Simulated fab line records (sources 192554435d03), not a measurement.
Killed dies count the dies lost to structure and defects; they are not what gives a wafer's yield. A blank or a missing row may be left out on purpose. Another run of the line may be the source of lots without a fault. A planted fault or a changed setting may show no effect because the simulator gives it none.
Matching of chambers | flow n5-finfet | rie-diel-06 running N5_MOL_CONTACT_COAG_ETCH_106: 4 sister chambers
The step etches SOC in N2/H2, target depth 80 nm, overetch 16 nm, time 120 s. 20 wafers are shown with their chamber, then 9 later ones without.

## WAFERS WITH THEIR CHAMBER
wafer  | chamber | throttle-valve-pct (%) | showerhead-plenum-p-Torr (Torr) | oes-product-au (a.u.)
L075.1 | 0       | 17.71                  | 2.55                            | 0.70
L075.4 | 2       | 17.86                  | 2.42                            | 0.62
L075.6 | 2       | 17.86                  | 2.42                            | 0.62
L077.2 | 3       | 18.27                  | 2.44                            | 0.63
L077.4 | 0       | 17.70                  | 2.54                            | 0.70
L077.5 | 0       | 17.71                  | 2.54                            | 0.70
L078.3 | 2       | 17.87                  | 2.41                            | 0.62
L078.4 | 0       | 17.72                  | 2.54                            | 0.70
L079.1 | 3       | 18.28                  | 2.44                            | 0.64
L079.3 | 2       | 17.86                  | 2.41                            | 0.62
L079.4 | 0       | 17.71                  | 2.54                            | 0.70
L080.2 | 1       | 18.04                  | 2.45                            | 0.69
L080.3 | 0       | 17.70                  | 2.54                            | 0.70
L080.6 | 0       | 17.72                  | 2.54                            | 0.70
L085.2 | 3       | 18.30                  | 2.44                            | 0.63
L085.3 | 0       | 17.73                  | 2.54                            | 0.69
L085.5 | 1       | 18.07                  | 2.45                            | 0.68
L089.4 | 1       | 18.07                  | 2.44                            | 0.68
L089.5 | 0       | 17.75                  | 2.53                            | 0.68
L089.6 | 3       | 18.31                  | 2.43                            | 0.62

SIGNATURES, as means of the wafers listed above
reading                  | chamber 0 | chamber 1 | chamber 2 | chamber 3 | scatter within a chamber
throttle-valve-pct       | 17.7167   | 18.0600   | 17.8625   | 18.2900   | 0.0152
showerhead-plenum-p-Torr | 2.5400    | 2.4467    | 2.4150    | 2.4375    | 0.00525
oes-product-au           | 0.6967    | 0.6833    | 0.6200    | 0.6300    | 0.00645
Rule: for a wafer and a chamber, the distance is found by dividing, reading by reading, the gap between the wafer's reading and the chamber's mean by the reading's scatter, squaring, summing and taking the root. The wafer belongs to the nearest chamber; if the next one is less than 2 further off, it can't be placed. How the scatter is found: for the shown wafers, subtract from each reading the mean of its chamber, square and add these, divide the total by (wafers less chambers), then take the root.

## WAFERS MISSING THEIR CHAMBER
wafer  | throttle-valve-pct (%) | showerhead-plenum-p-Torr (Torr) | oes-product-au (a.u.)
L092.2 | 17.75                  | 2.53                            | 0.68
L092.3 | 18.34                  | 2.43                            | 0.61
L092.6 | 18.08                  | 2.44                            | 0.67
L093.2 | 18.34                  | 2.43                            | 0.61
L093.3 | 17.78                  | 2.53                            | 0.67
L093.5 | 18.09                  | 2.44                            | 0.68
L097.2 | 18.35                  | 2.43                            | 0.61
L097.3 | 17.54                  | 2.72                            | 0.88
L097.5 | 18.12                  | 2.43                            | 0.66

## EACH ONE'S CHAMBER
wafer  | from the rows above | in truth
L092.2 | 0                   | 0
L092.3 | 3                   | 3
L092.6 | 1                   | 1
L093.2 | 3                   | 3
L093.3 | 0                   | 0
L093.5 | 1                   | 1
L097.2 | 3                   | 3
L097.3 | 0                   | 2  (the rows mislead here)
L097.5 | 1                   | 1
Correct placement for 8 of the 9. Number that these rows cannot place: 0. Number placed wrongly: 1.
